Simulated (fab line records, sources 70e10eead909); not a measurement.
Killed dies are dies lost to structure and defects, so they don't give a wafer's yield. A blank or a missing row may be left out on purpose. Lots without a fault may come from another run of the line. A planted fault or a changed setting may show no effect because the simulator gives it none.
Chamber matching | flow nand_harc | NHARC_A_SGD_CUT_DEP_00 on pecvd-02: 3 sister chambers
The step deposits SiNx, target thk 50 nm. 6 wafers are shown with their chamber, then 8 later ones without.

WAFERS WITH THEIR CHAMBER
wafer  | chamber | heater_power_w (W)
L082.1 | 0       | 832
L081.6 | 2       | 743
L089.1 | 1       | 746
L089.2 | 0       | 874
L089.3 | 2       | 814
L091.1 | 1       | 718

WAFERS WITHOUT THEIR CHAMBER
wafer  | heater_power_w (W)
L091.2 | 809
L091.5 | 735
L091.3 | 974
L091.4 | 985
L091.6 | 803
L095.1 | 903
L095.2 | 698
L095.5 | 690

WHICH CHAMBER EACH WENT THROUGH
wafer  | from the rows above          | in truth
L091.2 | can't be placed: 2 or 0 or 1 | 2
L091.5 | can't be placed: 1 or 2      | 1
L091.3 | 0                            | 0
L091.4 | 0                            | 0
L091.6 | can't be placed: 2 or 0 or 1 | 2
L095.1 | 0                            | 0
L095.2 | can't be placed: 1 or 2      | 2
L095.5 | can't be placed: 1 or 2      | 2
Placed correctly: 3 of 8. Can't be placed from these rows: 5 (the true chamber is among the candidates in 5). Placed wrongly: 0.
How it was worked out, from the rows above alone: a wafer's distance from a chamber is the root of the sum, over the readings, of the square of ((its reading less the chamber's mean) divided by the reading's scatter). The wafer belongs to the nearest chamber; if the next one is less than 2 further off, it can't be placed. A chamber's mean is the mean of its shown wafers. The scatter: the root of (the sum of the squares of (reading less its chamber's mean) over the shown wafers, divided by (wafers less chambers)).
